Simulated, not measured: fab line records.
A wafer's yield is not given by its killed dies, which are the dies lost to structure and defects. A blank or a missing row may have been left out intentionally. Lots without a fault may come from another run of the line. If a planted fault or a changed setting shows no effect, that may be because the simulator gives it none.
Struck lot and sound lot, side by side / flow nand_harc / 40 out of 1302 route steps
Sound: the wafers L363.1, L363.4, L363.5. Wafers L366.1, L366.2, L366.6 were the ones struck. The cause comes at the end.
Order at every step that has rows: each side's tool, ch and its chambers, its first start. Under that, the readings that differ: sound wafers / struck wafers / difference of the means / sigmas: that difference in standard deviations of wafers without a fault.
alike: readings with means less than 2 such deviations apart, plus words and numbers identical on both sides. not compared: withheld readings, readings lacking a value on some wafer, bounds such as >300 that could conceal the same value, and numbers that have no deviation in the record and whose values overlap.
The two part at a step that has a row with sigmas, a row that says differs or no value, or rows on one side only. Non-overlapping numbers with no deviation appear without sigmas and do not part them. Lack of a reading on every wafer of one side parts them only where that side has two or more wafers.

first, 3 steps without rows for these wafers: NHARC_P_M1_EXPOSE_06 (exposes mask P M1, target cd 130 nm); NHARC_P_M1_PEB_07 (peb time 65 s); NHARC_P_M1_DEVELOP_08 (develop time 35 s).
NHARC_P_M1_CD_MEAS_09 targets a cd of 130 nm.
  sound on cd_sem-01 ch 0, day 7 06:31; struck on cd_sem-02 ch 0, day 8 16:06
reading=cd_nm (nm); sound=130.7 130.3 130.6; struck=128.8 129.5 129.5; difference=-1.3; sigmas=-2
NHARC_P_M1_OVL_MEAS_10: pitch 260 nm.
  sound on overlay-02 at day 7 06:37; struck on overlay-02 at day 8 16:11
reading=overlay_y_nm (nm); sound=1.2 1.1 0.7; struck=-1.5 -1.4 -2.0; difference=-2.6; sigmas=-3
  alike: overlay_x_nm
NHARC_P_M1_INSPECT_11:
  sound on defect_inspect-01 at day 7 06:38; struck on defect_inspect-02 at day 8 16:13
  alike: raw_defect_count
then, 2 steps without rows for these wafers: NHARC_P_M1_DESCUM_14 (chemistry O2, time 3 s); NHARC_P_M1_ETCH_35 (etches the open film in N2/H2, target depth 40 nm, overetch 12 nm, time 43.94 s).
NHARC_P_M1_ETCH_15: etches the open film in C4F8/Ar, target depth 182.5 nm, time 91.2 s.
  sound on rie_diel-01 ch 0,3; struck on rie_diel-01 ch 0,3
  alike: bias_w, oes_product_au, rf_vpp_V
  not compared: rf_hours_counter_h
NHARC_P_M1_CD_MEAS_16:
  sound on cd_sem-02 at day 7 07:18; struck on cd_sem-01 at day 8 16:35
  alike: cd_nm
then, 2 steps without rows for these wafers: NHARC_P_M1_STRIP_18 (strips in N2/H2); NHARC_P_M1_ETCH_28 (etches the open film in CF4/N2, target depth 30 nm, time 72.99 s).
NHARC_P_M1_STRIP_19: strips in post etch residue remover, time 600 s.
  sound on wet_bench-08 ch 1,4,6, day 7 07:45; struck on wet_bench-08 ch 0,2,5, day 8 17:02
NHARC_P_M1_DEGAS_29: time 60 s.
  sound on pvd_sputter-01 at day 7 08:02; struck on pvd_sputter-02 at day 8 17:19
  alike: heater_power_w, susceptor_temp_C
NHARC_P_M1_PRE_CLEAN_30: time 30 s.
  sound on pvd_sputter-01, day 7 08:07; struck on pvd_sputter-02
  alike: heater_power_w, susceptor_temp_C
then, 1 step without rows for these wafers: NHARC_P_M1_PVD_20 (deposits TaN, target thk 5 nm, time 8.06 s).
NHARC_P_M1_PVD_21: deposits Cu, target thk 30 nm, time 20.49 s.
  sound on pvd_sputter-01, day 7 08:28; struck on pvd_sputter-02
  alike: throttle_valve_pct
then, 3 steps without rows for these wafers: NHARC_P_M1_ECD_22 (material Cu, target thk 400 nm); NHARC_P_M1_ANNEAL_31 (time 90 s); NHARC_P_M1_CMP_23 (polishes, t overpolish 20 s, target thk 157.82 nm).
NHARC_P_M1_THK_MEAS_24: measures by xrf.
  sound on film_metro-01 at day 7 09:39; struck on film_metro-01 at day 8 18:43
  alike: thk_nm
next, for these wafers, 1 step has no rows: NHARC_P_M1_SRD_25.
NHARC_P_M1_PRE_CLEAN_32: time 12 s.
  sound on pecvd-04 ch 0,2, day 7 09:54; struck on pecvd-02 ch 0,1, day 8 18:57
  alike: heater_power_w, susceptor_temp_C
then, 11 steps without rows for these wafers: NHARC_P_M1_DEP_33 (deposits SiCN, target thk 30 nm); NHARC_P_M2_DEP_00 (deposits SiOC, target thk 182.5 nm); NHARC_P_M2_DEHYDRATE_01 (time 120 s); NHARC_P_M2_HMDS_02 (time 30 s); NHARC_P_M2_COAT_34 (time 65 s); NHARC_P_M2_COAT_03 (resist thk 90 nm); NHARC_P_M2_SOFTBAKE_04 (time 55 s); NHARC_P_M2_EBR_05; NHARC_P_M2_EXPOSE_06 (exposes mask P M2, target cd 170 nm); NHARC_P_M2_PEB_07 (peb time 65 s); NHARC_P_M2_DEVELOP_08 (develop time 35 s).
NHARC_P_M2_CD_MEAS_09 targets a cd of 170 nm.
  sound on cd_sem-03 ch 0, day 7 11:13; struck on cd_sem-03 ch 0, day 8 20:09
  alike: cd_nm
NHARC_P_M2_OVL_MEAS_10: pitch 340 nm.
  sound on overlay-02 at day 7 11:18; struck on overlay-01 at day 8 20:14
  alike: overlay_x_nm, overlay_y_nm
then, 3 steps without rows for these wafers: NHARC_P_M2_DESCUM_14 (chemistry O2, time 3 s); NHARC_P_M2_ETCH_35 (etches the open film in N2/H2, target depth 40 nm, overetch 12 nm, time 43.94 s); NHARC_P_M2_ETCH_15 (etches the open film in C4F8/Ar, target depth 182.5 nm, time 91.2 s).
-- the record jumps here: 17 days lie between the struck wafers' starts before and after (it left off in module P_M2 and takes up again in module END, whose first step shown is number 1302 of the route) --
NHARC_END_SORT_01:
  the record has rows for the struck wafers here (prober-02 ch 0, day 26 00:46) and none for the sound ones

== WHERE THEY PART ==
Earliest at NHARC_P_M1_CD_MEAS_09; latest, in this record, at NHARC_END_SORT_01.

WHY: what the simulator had put in
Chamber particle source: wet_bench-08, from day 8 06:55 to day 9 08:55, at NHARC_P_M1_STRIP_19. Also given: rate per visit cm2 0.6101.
